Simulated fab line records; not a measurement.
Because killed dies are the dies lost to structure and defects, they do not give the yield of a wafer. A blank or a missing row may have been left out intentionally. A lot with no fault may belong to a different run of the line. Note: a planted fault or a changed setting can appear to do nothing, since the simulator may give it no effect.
The tool behind it: which one? | flow n5_finfet | Sampling: 11 lots, 33 wafers, 5 of 1938 route steps

== WHAT THE GAUGES READ, wafer by wafer ==
N5_BEOL_M15_OVL_MEAS_29.
lot  | measured     | on         | M15_OVL (nm)
L470 | day 11 13:52 | overlay-01 | 10 1 8
L469 | day 11 16:00 | overlay-02 | 0 10 1
L472 | day 12 05:29 | overlay-01 | -2 -5 -7
L473 | day 12 06:11 | overlay-02 | 3 1 9
L475 | day 13 06:38 | overlay-01 | -6 -1 -3
L478 | day 14 04:17 | overlay-02 | 4 4 6
L485 | day 16 03:56 | overlay-02 | 0 2 3
L483 | day 16 05:01 | overlay-02 | -6 -4 5
L489 | day 17 02:32 | overlay-01 | 5 9 7
L490 | day 18 00:46 | overlay-01 | 2 4 -1
L491 | day 18 03:16 | overlay-01 | -2 2 4

N5_BEOL_M15_INSPECT_55: inspects for defects (darkfield).
lot  | measured     | on                | raw_defect_count
L470 | day 11 18:00 | defect_inspect-02 | 56 38 46
L469 | day 11 20:34 | defect_inspect-02 | 82 95 81
L472 | day 12 08:34 | defect_inspect-02 | 46 48 72
L473 | day 12 08:44 | defect_inspect-02 | 61 83 73
L475 | day 13 10:36 | defect_inspect-01 | 63 55 47
L478 | day 14 07:34 | defect_inspect-02 | 65 81 56
L485 | day 16 08:23 | defect_inspect-02 | 48 61 66
L483 | day 16 10:38 | defect_inspect-02 | 109 78 67
L489 | day 17 09:58 | defect_inspect-01 | 75 62 55
L490 | day 18 10:28 | defect_inspect-02 | 71 55 73
L491 | day 18 10:47 | defect_inspect-01 | 50 54 28

== EACH LOT AND THE TOOL THAT RAN IT (in order: tool; ch and the chambers of the sampled wafers; start) ==
lot  | N5_BEOL_M15_SPUTTER_43       | N5_BEOL_M15_CMP_49            | N5_BEOL_M15_DEP_53
L470 | pvd_sputter-03, day 11 16:43 | cmp-04 ch 0,1,2, day 11 17:33 | pecvd-03 ch 0,2, day 11 17:54
L469 | pvd_sputter-01, day 11 19:19 | cmp-04 ch 0,1,3, day 11 20:14 | pecvd-04 ch 0,1,2, day 11 20:30
L472 | pvd_sputter-01, day 12 07:07 | cmp-01 ch 0,1,2, day 12 07:59 | pecvd-01 ch 0,2, day 12 08:19
L473 | pvd_sputter-01, day 12 07:26 | cmp-02 ch 0,1,2, day 12 08:22 | pecvd-01 ch 0,1,2, day 12 08:38
L475 | pvd_sputter-03, day 13 09:20 | cmp-01 ch 0,1,2, day 13 10:14 | pecvd-04 ch 0,1,2, day 13 10:31
L478 | pvd_sputter-03, day 14 06:16 | cmp-01 ch 0,3, day 14 07:05   | pecvd-04 ch 0,2, day 14 07:27
L485 | pvd_sputter-03, day 16 06:58 | cmp-01 ch 1,2,3, day 16 08:01 | pecvd-04 ch 0,1, day 16 08:18
L483 | pvd_sputter-03, day 16 09:16 | cmp-01 ch 1,2,3, day 16 10:11 | pecvd-04 ch 0,2, day 16 10:32
L489 | pvd_sputter-01, day 17 08:31 | cmp-02 ch 0,1,2, day 17 09:31 | pecvd-01 ch 0,1,2, day 17 09:52
L490 | pvd_sputter-01, day 18 09:08 | cmp-01 ch 1,2,3, day 18 10:03 | pecvd-03 ch 1,2, day 18 10:22
L491 | pvd_sputter-02, day 18 09:17 | cmp-04 ch 1,2, day 18 10:19   | pecvd-04 ch 1,2, day 18 10:42
- N5_BEOL_M15_SPUTTER_43: material TaN, target thk 15 nm, time 24.19 s.
- N5_BEOL_M15_CMP_49: polishes, stops on SiO2, t overpolish 4.9 s, target thk 850 nm.
- N5_BEOL_M15_DEP_53: deposits SiCN from 3MS/NH3, target thk 50 nm, time 17.8 s.

== AS READ BY THE TOOLS THEMSELVES (means over the sampled wafers that have a number; for cases with no such wafer, the mark the record gives instead) ==
N5_BEOL_M15_SPUTTER_43.
lot  | tool           | cathode_dc_power_W (W) | throttle_valve_pct (%)
L470 | pvd_sputter-03 | 15000                  | 30.2
L469 | pvd_sputter-01 | 14998                  | 30.7
L472 | pvd_sputter-01 | 14998                  | 30.4
L473 | pvd_sputter-01 | 15003                  | 30.6
L475 | pvd_sputter-03 | 15001                  | 30.3
L478 | pvd_sputter-03 | 14999                  | 30.1
L485 | pvd_sputter-03 | 19259                  | 30.2
L483 | pvd_sputter-03 | 19259                  | 30.0
L489 | pvd_sputter-01 | 15002                  | 30.6
L490 | pvd_sputter-01 | 15000                  | 29.9
L491 | pvd_sputter-02 | 14998                  | 31.1

N5_BEOL_M15_CMP_49.
lot  | tool   | barrier_field_endpoint_s (s) | motor_current_A (A)
L470 | cmp-04 | 11.58                        | 7.7
L469 | cmp-04 | 11.72                        | 7.8
L472 | cmp-01 | 11.79                        | 7.8
L473 | cmp-02 | 11.46                        | 7.3
L475 | cmp-01 | 11.15                        | 7.9
L478 | cmp-01 | 11.48                        | 8.1
L485 | cmp-01 | 12.97                        | 7.6
L483 | cmp-01 | 12.90                        | 7.8
L489 | cmp-02 | 11.31                        | 7.4
L490 | cmp-01 | 11.26                        | 7.7
L491 | cmp-04 | 11.54                        | 7.9

N5_BEOL_M15_DEP_53.
lot  | tool     | showerhead_plenum_p_Torr (Torr) | showerhead_vpp_V (V) | throttle_valve_pct (%)
L470 | pecvd-03 | 4.199                           | 1649                 | 17.4
L469 | pecvd-04 | 4.181                           | 1641                 | 18.2
L472 | pecvd-01 | 4.174                           | 1510                 | 17.5
L473 | pecvd-01 | 4.187                           | 1542                 | 18.5
L475 | pecvd-04 | 4.176                           | 1657                 | 18.2
L478 | pecvd-04 | 4.163                           | 1643                 | 17.6
L485 | pecvd-04 | 4.175                           | 1651                 | 18.2
L483 | pecvd-04 | 4.162                           | 1670                 | 17.8
L489 | pecvd-01 | 4.184                           | 1550                 | 18.6
L490 | pecvd-03 | 4.189                           | 1628                 | 17.5
L491 | pecvd-04 | 4.172                           | 1664                 | 17.6

== THE ANSWER, worked out from the rows above alone ==
Rule: what is usual is taken from the lots themselves. The widest of any qualifying gaps counts: lots, ordered by their means at a reading, are off when they make up no more than a third of the lots, leave a main group of 4 or more, and stand apart from it by 3 or more times the standard deviation of that group's means. A main group is skipped when, at the precision printed for the reading in the tables above, its means are all equal. A lot without any number at a reading at which 4 lots or more have one is off too. The other lots that the step has rows for count as sound. Order of review: gauges by route order, followed by the tools' own readings, for which a lot's mean as printed above is used. At the first step where some lot is off, the reading lying furthest off is the one used; lots without a number count as furthest.
Off: L485, L483, at N5_BEOL_M15_SPUTTER_43 (cathode_dc_power_W). Main group: mean 15000 W, sd 1.7.
If a tool, at that step or one of the process steps before it, ran each lot that is off and ran no sound lot following the first of them, it fits. One fits: pvd_sputter-03 at N5_BEOL_M15_SPUTTER_43. Its last sound lot is L478 (day 14 06:16), its first lot that is off L485 (day 16 06:58): a fault that began between those two fits.
The tool's own readings at N5_BEOL_M15_SPUTTER_43 bear it out: on the lots that are off they differ by more than 5 times the standard deviation of the sound lots' means. cathode_dc_power_W reads 19259 W there against 15000 W on the sound lots.

== WHAT WAS PUT IN BY THE SIMULATOR ==
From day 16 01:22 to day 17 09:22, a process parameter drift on pvd_sputter-03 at N5_BEOL_M15_SPUTTER_43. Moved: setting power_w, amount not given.
Lots struck among those shown: L485, L483. The rule above found the same.
